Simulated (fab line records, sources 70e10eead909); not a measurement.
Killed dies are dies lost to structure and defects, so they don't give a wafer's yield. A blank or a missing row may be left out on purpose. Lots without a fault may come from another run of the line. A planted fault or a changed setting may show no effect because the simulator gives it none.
fab line records | flow nand_harc | part 1 of 2: steps 1 to 3 of 6
record lots=21 wafers=63 last_day=33
route steps=1302 shown A_STAIRCASE@743 A_SLIT@937 A_WL_FILL@968
lots that met no fault: from a run of the same line without faults
start_h: hours from the record's first day to the start of the lot's first wafer shown | wait_h: hours since the lot's step before | " the same as in the row above | L1.1+2: a row that stands for several wafers | - no value, or no start given | * or withheld: withheld | < > ~ a bound
route shown NAME@n: a module of which the file shows steps, and the number in the route of the first | usual: mean/standard deviation of fault-free wafers | same: alike in all rows | chamber/n: place in a boat | sites: the reading at each site | _std_site: their standard deviation | _edge_site: outer sites' mean less inner sites' | radius_mm: how far each site lies from the wafer's centre | mask NAME#n: copy n | behind: the tool/chamber that last shaped the wafer | hold: why the lot was held/for how many hours/how that ended | device: the transistor (n, p or np) that didn't switch | end of line: the same wafers' tests at the end of the route | a step without rows: its recipe alone | killed: dies lost to structure and defects at the first sort, not the wafer's yield | map: a wafer's dies, x killed, . not, _ none there
set.NAME: the setting as run; set.NAME@STEP: as run at that earlier step | model.NAME: the simulator's own value behind a step, which no gauge read
steps of the route over a sample of lots; a table a step, a row a wafer
services: from which hour (start_h, from the record's first day; less than 0 if before it) a tool's chamber was out of use, for how many hours, and why
## steps
# step NHARC_A_STAIRCASE_TRIM_229
# recipe time_s=211.2 o2_flow_sccm=500 ar_flow_sccm=0 bias_w=0 chemistry=O2
# usual drypump_motor_current_A=5.7/0.34 o2_flow_sccm=500.0/1.3 oes_product_au=0.999/0.0093 rf_vpp_V=57.9/0.82 showerhead_plenum_p_Torr=3.57/0.14 throttle_valve_pct=17.036/0.0083
# same bias_w=0
# columns lot.wafer tool chamber start_h wait_h drypump_motor_current_A o2_flow_sccm oes_product_au rf_hours_counter_h rf_vpp_V showerhead_plenum_p_Torr throttle_valve_pct
L074.1 rie_diel-13 3 362.50 0.1 5.9 499.9 0.998 3 58.1 3.58 17.034
L074.6 " 2 " " 5.5 501.5 1.000 - 57.8 3.57 17.028
L074.5 " 3 " " 5.9 501.1 1.005 - 58.7 3.58 17.030
L075.2 rie_diel-06 3 371.35 0.1 5.3 498.4 1.013 16 57.7 3.52 17.047
L075.5 " 0 " " 5.3 502.0 1.004 - 57.3 3.40 17.044
L075.4 " 2 " " 6.2 499.7 0.988 - 58.4 3.55 17.038
L076.2 rie_diel-01 0 371.75 0.1 5.4 499.7 1.009 53 58.4 3.78 17.046
L076.4 " 1 " " 6.0 498.8 0.979 53 58.6 3.57 17.028
L076.1 " 2 " " 5.5 501.1 0.994 50 58.8 3.50 17.040
L077.4 rie_diel-01 3 391.23 0.1 6.1 498.6 0.990 1 58.3 3.74 17.044
L077.3 " 2 " " 5.5 501.4 0.988 1 58.5 3.49 17.030
L077.5 " 0 " " 5.4 498.3 0.986 - 57.0 3.78 17.037
L080.2 rie_diel-06 2 417.75 0.1 6.2 498.8 0.982 32 57.3 3.55 17.046
L080.3 " 0 " " 5.2 499.7 1.003 34 56.6 3.40 17.033
L080.5 " 2 " " 6.2 499.0 0.996 - 57.2 3.55 17.030
L079.1 rie_diel-01 3 418.14 0.1 6.1 499.4 0.989 9 57.7 3.74 17.037
L079.3 " 1 " " 6.0 498.3 0.985 8 58.4 3.56 17.044
L079.2 " 2 " " 5.5 501.0 0.985 9 56.9 3.49 17.044
L081.3 rie_diel-13 2 439.78 0.1 5.5 498.4 1.002 29 58.4 3.55 17.038
L081.6 " 1 " " 5.9 499.3 1.006 - 57.6 3.73 17.025
L081.5 " 2 " " 5.5 499.5 1.001 - 57.7 3.55 17.041
L083.2 rie_diel-01 3 455.15 0.1 6.1 499.7 0.987 18 57.1 3.73 17.035
L083.3 " 1 " " 6.0 499.7 0.992 20 59.1 3.55 17.036
L083.6 " 3 " " 6.2 502.2 0.977 - 58.3 3.73 17.029
L082.4 rie_diel-13 2 455.68 0.1 5.5 501.8 1.000 40 57.5 3.54 17.037
L082.2 " 0 " " 5.3 501.3 0.990 40 59.0 3.59 17.032
L082.5 " 2 " " 5.5 500.1 0.998 - 57.5 3.54 17.045
L084.3 rie_diel-06 3 468.25 0.1 5.3 500.3 1.003 43 59.4 3.51 17.046
L084.6 " 3 " " 5.3 499.2 0.998 - 56.9 3.51 17.029
L084.5 " 0 " " 5.3 500.9 0.996 - 57.8 3.39 17.019
L086.2 rie_diel-06 2 474.87 0.1 6.3 501.6 0.986 50 57.9 3.54 17.041
L086.5 " 0 " " 5.3 500.1 1.011 - 57.7 3.39 17.038
L086.6 " 1 " " 5.6 500.1 0.996 - 56.4 3.27 17.032
L085.4 rie_diel-06 0 479.22 0.1 5.2 500.1 1.010 51 56.1 3.39 17.021
L085.3 " 1 " " 5.6 500.8 0.991 50 57.3 3.27 17.036
L085.5 " 1 " " 5.6 501.2 1.005 - 58.1 3.27 17.046
L087.3 rie_diel-13 1 485.55 0.1 5.9 500.8 1.000 50 58.7 3.72 17.044
L087.5 " 0 " " 5.3 501.2 0.996 - 57.0 3.58 17.042
L087.6 " 1 " " 5.9 498.9 0.995 - 58.8 3.72 17.048
L088.3 rie_diel-06 0 510.17 0.1 5.3 498.3 1.016 6 56.2 3.38 17.054
L088.1 " 2 " " 6.3 501.4 0.998 4 57.9 3.53 17.010
L088.6 " 0 " " 5.3 500.0 1.013 - 56.8 3.38 17.026
L089.4 rie_diel-13 2 510.74 0.1 5.6 500.8 1.005 58 57.0 3.53 17.035
L089.1 " 0 " " 5.3 499.6 1.002 59 58.3 3.58 17.038
L089.5 " 3 " " 5.9 499.1 1.015 - 59.1 3.54 17.054
L090.3 rie_diel-01 2 522.62 0.1 5.5 499.1 1.001 47 57.7 3.47 17.036
L090.2 " 3 " " 6.1 501.6 0.997 42 59.1 3.72 17.041
L090.6 " 1 " " 6.0 498.4 0.989 - 58.4 3.54 17.029
L092.1 rie_diel-01 1 541.88 0.1 6.0 501.7 0.991 43 56.9 3.54 17.026
L092.2 " 3 " " 6.1 501.9 1.001 52 57.5 3.71 17.034
L092.5 " 0 " " 5.4 498.5 1.012 - 58.2 3.75 17.031
L094.2 rie_diel-13 0 553.36 0.1 5.3 498.6 0.991 10 58.3 3.57 17.043
L094.1 " 1 " " 5.9 500.7 1.001 10 57.9 3.71 17.033
L094.5 " 0 " " 5.3 498.0 1.004 - 57.6 3.57 17.036
L096.4 rie_diel-01 0 574.72 0.2 5.4 499.3 1.003 2 57.0 3.74 17.039
L096.3 " 1 " " 6.0 500.1 0.988 4 58.5 3.53 17.054
L096.2 " 2 " " 5.5 500.7 0.985 4 56.7 3.46 17.036
L095.2 rie_diel-06 2 575.81 0.1 6.2 499.8 0.985 28 55.5 3.52 17.033
L095.4 " 3 " " 5.3 501.1 0.997 29 56.8 3.49 17.042
L095.5 " 1 " " 5.6 500.7 1.003 - 59.6 3.79 17.051
L097.3 rie_diel-13 2 585.36 0.1 5.6 501.0 1.002 21 59.4 3.52 17.029
L097.2 " 1 " " 5.9 501.1 1.000 19 57.8 3.70 17.034
L097.6 " 3 " " 5.9 500.8 1.022 - 57.4 3.53 17.037
# step NHARC_A_STAIRCASE_HM_OPEN_463
# recipe o2_flow_sccm=400 cos_flow_sccm=20 ar_flow_sccm=0 rf_w=500 bias_w=300 chemistry=O2/COS
# usual bias_w=300.1/0.82 drypump_motor_current_A=5.7/0.37 o2_flow_sccm=400.1/1.2 oes_product_au=0.998/0.0097 rf_vpp_V=467.9/2.8 showerhead_plenum_p_Torr=3.16/0.12 throttle_valve_pct=28.330/0.0093
# columns lot.wafer tool chamber start_h wait_h bias_w drypump_motor_current_A o2_flow_sccm oes_product_au rf_hours_counter_h rf_vpp_V showerhead_plenum_p_Torr throttle_valve_pct
L074.1 rie_diel-06 1 - - 300.9 5.6 399.6 0.993 27 462.3 2.90 28.331
L074.6 " 3 " " 300.9 5.3 402.3 1.010 - 466.6 3.12 28.319
L074.5 " 0 " " 300.1 5.2 399.6 1.001 - 464.6 3.01 28.331
L075.2 rie_diel-01 1 - - 300.8 6.0 399.7 0.990 4 468.8 3.15 28.329
L075.4 " 3 " " 298.5 6.1 399.0 0.989 3 471.1 3.31 28.327
L075.5 " 2 " " 300.2 5.5 400.0 0.989 - 468.4 3.09 28.342
L076.4 rie_diel-06 2 - - 300.3 6.3 400.8 0.984 29 467.6 3.14 28.311
L076.2 " 0 " " 302.6 5.3 400.1 1.003 30 464.1 3.01 28.333
L076.1 " 1 " " 302.2 5.6 400.1 1.002 29 462.2 2.90 28.343
L077.4 rie_diel-01 2 - - 300.8 5.5 401.6 0.992 7 465.5 3.09 28.336
L077.3 " 0 " " 299.2 5.4 400.0 0.992 7 472.4 3.34 28.325
L077.5 " 2 " " 299.4 5.5 400.7 0.979 - 466.5 3.09 28.313
L080.3 rie_diel-13 3 - - 301.3 5.9 399.3 1.007 32 468.2 3.15 28.339
L080.2 " 1 " " 299.3 6.0 399.5 1.006 28 472.4 3.31 28.330
L080.5 " 3 " " 301.0 5.9 400.5 1.024 - 468.2 3.15 28.334
L079.1 rie_diel-06 2 - - 300.6 6.3 401.1 0.986 37 467.5 3.13 28.326
L079.3 " 3 " " 299.2 5.3 400.8 0.994 34 467.7 3.11 28.334
L079.2 " 0 " " 300.5 5.3 400.5 0.995 39 464.6 3.00 28.327
L081.3 rie_diel-13 1 - - 300.6 5.9 398.0 1.012 41 470.0 3.30 28.330
L081.5 " 1 " " 299.2 5.9 400.7 1.009 - 470.2 3.30 28.326
L081.6 " 2 " " 300.4 5.5 400.8 1.004 - 467.0 3.14 28.328
L083.3 rie_diel-01 0 - - 301.0 5.4 400.2 0.998 27 470.3 3.33 28.330
L083.2 " 2 " " 300.8 5.5 400.1 0.995 31 465.7 3.08 28.326
L083.6 " 3 " " 299.7 6.1 398.6 0.985 - 471.2 3.30 28.329
L082.2 rie_diel-01 3 - - 300.2 6.1 400.6 0.992 29 470.7 3.30 28.330
L082.4 " 2 " " 299.7 5.5 400.8 0.981 - 466.0 3.08 28.334
L082.5 " 3 " " 299.4 6.1 401.3 0.976 - 470.5 3.30 28.333
L084.3 rie_diel-06 1 - - 299.7 5.6 400.2 1.013 0 472.0 3.37 28.322
L084.6 " 1 " " 300.1 5.6 401.3 1.007 - 474.1 3.37 28.325
L084.5 " 2 " " 301.1 6.3 399.0 0.998 - 467.0 3.13 28.316
L086.2 rie_diel-01 3 - - 299.2 6.1 398.3 0.989 33 471.7 3.30 28.334
L086.6 " 2 " " 300.7 5.5 399.9 1.000 - 467.5 3.07 28.343
L086.5 " 0 " " 299.0 5.4 401.5 0.998 - 471.5 3.33 28.335
L085.3 rie_diel-13 3 - - 300.1 5.9 400.2 1.010 58 468.2 3.14 28.329
L085.4 " 2 " " 298.4 5.5 401.6 1.012 56 465.7 3.13 28.325
L085.5 " 3 " " 300.2 5.9 398.8 1.016 - 467.7 3.14 28.326
L087.3 rie_diel-06 3 - - 299.7 5.3 401.6 0.996 4 465.6 3.10 28.325
L087.5 " 1 " " 299.5 5.6 398.2 0.989 - 472.6 3.37 28.309
L087.6 " 2 " " 299.7 6.3 400.1 0.993 - 465.2 3.12 28.336
L088.1 rie_diel-01 1 - - 300.2 6.0 401.9 0.989 38 466.2 3.14 28.341
L088.3 " 2 " " 301.5 5.5 398.0 1.010 50 465.9 3.07 28.315
L088.6 " 1 " " 300.6 6.0 400.6 0.989 - 468.5 3.14 28.348
L089.1 rie_diel-01 3 - - 301.1 6.1 398.1 0.990 48 470.3 3.29 28.327
L089.4 " 0 " " 298.6 5.4 400.7 1.013 49 471.1 3.32 28.317
L089.5 " 3 " " 300.3 6.1 398.0 0.992 - 471.8 3.29 28.328
L090.2 rie_diel-06 0 - - 300.5 5.2 399.9 1.019 19 464.1 2.99 28.327
L090.3 " 2 " " 299.5 6.3 399.7 0.994 18 466.9 3.12 28.337
L090.6 " 1 " " 300.0 5.6 400.7 0.997 - 471.6 3.36 28.334
L092.1 rie_diel-06 1 - - 300.3 5.6 398.8 0.993 27 471.3 3.36 28.336
L092.2 " 2 " " 299.3 6.3 401.4 0.997 25 467.4 3.11 28.322
L092.5 " 1 " " 301.4 5.6 399.1 1.006 - 472.1 3.36 28.317
L094.1 rie_diel-06 0 - - 299.8 5.2 401.1 1.006 32 464.7 2.98 28.332
L094.2 " 1 " " 300.1 5.6 399.3 0.994 31 472.5 3.36 28.328
L094.5 " 2 " " 300.5 6.2 399.3 0.999 - 467.6 3.11 28.332
L096.4 rie_diel-06 2 - - 300.1 6.3 402.1 1.004 34 466.8 3.11 28.333
L096.2 " 3 " " 299.4 5.3 402.8 0.996 36 468.2 3.08 28.335
L096.3 " 0 " " 299.6 5.2 400.2 1.005 38 465.2 2.98 28.318
L095.2 rie_diel-01 1 - - 299.1 6.0 400.2 0.991 15 465.6 3.12 28.331
L095.4 " 2 " " 300.9 5.5 400.9 0.979 15 466.6 3.05 28.330
L095.5 " 2 " " 300.8 5.5 401.0 0.982 - 465.5 3.05 28.315
L097.3 rie_diel-01 0 - - 299.7 5.4 400.6 1.002 14 472.0 3.30 28.347
L097.2 " 2 " " 299.9 5.5 399.5 0.987 16 464.4 3.05 28.348
L097.6 " 0 " " 300.9 5.4 400.4 1.000 - 470.8 3.31 28.329
# step NHARC_A_STAIRCASE_STRIP_475
# recipe time_s=20 o2_flow_sccm=500 ar_flow_sccm=0 bias_w=0 chemistry=O2
# usual drypump_motor_current_A=5.7/0.33 o2_flow_sccm=500.0/1.5 oes_product_au=1.001/0.011 rf_vpp_V=57.8/0.91 showerhead_plenum_p_Torr=3.57/0.11 throttle_valve_pct=17.036/0.009
# same bias_w=0
# columns lot.wafer tool chamber start_h wait_h drypump_motor_current_A o2_flow_sccm oes_product_au rf_hours_counter_h rf_vpp_V showerhead_plenum_p_Torr throttle_valve_pct
L076.2 rie_diel-01 1 - - 6.0 499.1 0.998 18 57.9 3.55 17.045
L076.1 " 3 " " 6.1 500.5 0.987 15 58.0 3.73 17.042
L076.4 " 0 " " 5.4 500.6 1.000 16 58.0 3.77 17.040
L074.1 rie_diel-06 0 447.96 0.2 5.2 499.2 1.006 42 57.9 3.39 17.031
L074.5 " 2 " " 6.3 498.0 0.986 - 57.9 3.54 17.033
L074.6 " 3 " " 5.3 498.9 0.996 - 57.7 3.51 17.028
L075.2 rie_diel-06 0 448.24 0.1 5.3 498.8 1.002 42 58.2 3.39 17.018
L075.4 " 0 " " 5.3 499.0 0.995 - 58.0 3.39 17.041
L075.5 " 2 " " 6.3 500.7 0.989 - 57.9 3.54 17.031
L077.3 rie_diel-13 0 - - 5.3 500.1 0.990 41 57.5 3.59 17.019
L077.4 " 2 " " 5.5 497.2 0.989 41 58.8 3.54 17.043
L077.5 " 1 " " 5.9 500.5 1.003 - 57.8 3.73 17.054
L079.1 rie_diel-13 2 - - 5.6 498.9 1.005 52 56.5 3.54 17.028
L079.3 " 3 " " 5.9 498.8 1.007 54 58.3 3.55 17.036
L079.2 " 0 " " 5.3 498.3 0.990 53 56.3 3.58 17.049
L080.3 rie_diel-13 2 - - 5.5 499.3 1.011 52 56.5 3.54 17.040
L080.2 " 3 " " 5.9 497.6 1.023 54 56.1 3.55 17.029
L080.5 " 2 " " 5.5 498.8 1.000 - 57.7 3.54 17.032
L081.3 rie_diel-13 3 - - 5.9 499.5 1.014 60 58.5 3.54 17.026
L081.6 " 0 " " 5.3 502.5 0.987 - 57.6 3.58 17.024
L081.5 " 1 " " 5.9 498.0 1.000 - 58.9 3.72 17.043
L083.2 rie_diel-13 1 - - 5.9 500.4 0.998 2 57.9 3.71 17.055
L083.3 " 0 " " 5.2 501.8 0.989 2 57.8 3.57 17.039
L083.6 " 1 " " 5.9 499.2 0.993 - 57.7 3.71 17.035
L082.4 rie_diel-01 2 - - 5.5 498.1 1.003 51 58.5 3.47 17.023
L082.2 " 0 " " 5.4 497.3 0.999 50 59.8 3.75 17.048
L082.5 " 1 " " 6.0 498.8 0.992 - 58.6 3.54 17.034
L084.3 rie_diel-13 2 - - 5.5 496.5 1.005 9 56.9 3.53 17.034
L084.6 " 2 " " 5.5 498.7 1.008 - 57.4 3.53 17.018
L084.5 " 3 " " 5.9 502.5 1.015 - 56.3 3.54 17.038
L086.2 rie_diel-13 2 - - 5.5 501.4 1.005 9 56.3 3.53 17.053
L086.6 " 2 " " 5.5 502.6 1.007 - 59.5 3.53 17.038
L086.5 " 3 " " 5.9 497.9 1.023 - 58.1 3.54 17.015
L087.3 rie_diel-06 2 - - 6.2 500.4 0.991 21 57.3 3.52 17.043
L087.6 " 0 " " 5.3 500.4 1.010 - 57.5 3.37 17.035
L087.5 " 1 " " 5.6 502.6 0.994 - 58.5 3.79 17.040
L085.3 rie_diel-06 2 - - 6.3 501.7 0.984 21 57.5 3.52 17.043
L085.4 " 1 " " 5.6 500.3 0.982 24 58.8 3.79 17.051
L085.5 " 3 " " 5.3 500.6 0.999 - 57.0 3.49 17.040
L088.3 rie_diel-01 2 - - 5.5 497.3 0.980 6 57.0 3.46 17.030
L088.1 " 3 " " 6.1 501.2 0.989 4 57.4 3.71 17.030
L088.6 " 3 " " 6.1 500.4 0.987 - 58.3 3.71 17.020
L089.1 rie_diel-13 2 - - 5.6 500.1 1.013 19 58.7 3.52 17.035
L089.4 " 0 " " 5.3 502.1 0.984 19 58.3 3.56 17.052
L089.5 " 1 " " 5.9 499.9 0.996 - 58.1 3.71 17.035
L090.3 rie_diel-13 3 588.80 0.2 5.9 500.7 1.017 19 58.2 3.53 17.027
L090.2 " 1 " " 5.9 498.3 0.989 20 58.5 3.70 17.037
L090.6 " 2 " " 5.5 500.6 1.016 - 59.0 3.52 17.020
L092.1 rie_diel-13 0 - - 5.3 498.8 0.992 27 60.6 3.56 17.043
L092.2 " 1 " " 5.9 500.8 1.013 27 58.1 3.70 17.033
L092.5 " 1 " " 5.9 500.7 0.999 - 58.7 3.70 17.008
L094.2 rie_diel-01 1 - - 6.0 499.8 0.992 24 58.1 3.52 17.031
L094.1 " 3 " " 6.1 499.3 0.990 18 57.0 3.70 17.031
L094.5 " 1 " " 6.0 501.1 0.991 - 57.4 3.52 17.037
L095.2 rie_diel-06 3 645.74 0.2 5.2 500.6 0.994 57 57.1 3.47 17.041
L095.5 " 3 " " 5.2 502.5 1.007 - 57.2 3.47 17.035
L095.4 " 0 " " 5.3 497.7 1.025 - 57.5 3.35 17.020
L096.3 rie_diel-13 1 - - 6.0 500.7 1.003 36 58.3 3.70 17.020
L096.2 " 2 " " 5.6 499.7 1.008 30 58.6 3.52 17.031
L096.4 " 0 " " 5.3 502.0 1.002 36 56.8 3.56 17.035
L097.3 rie_diel-13 3 - - 5.9 501.5 1.019 39 58.0 3.52 17.024
L097.2 " 0 " " 5.3 500.4 0.993 42 57.6 3.55 17.045
L097.6 " 3 " " 5.9 499.2 1.021 - 58.2 3.52 17.023
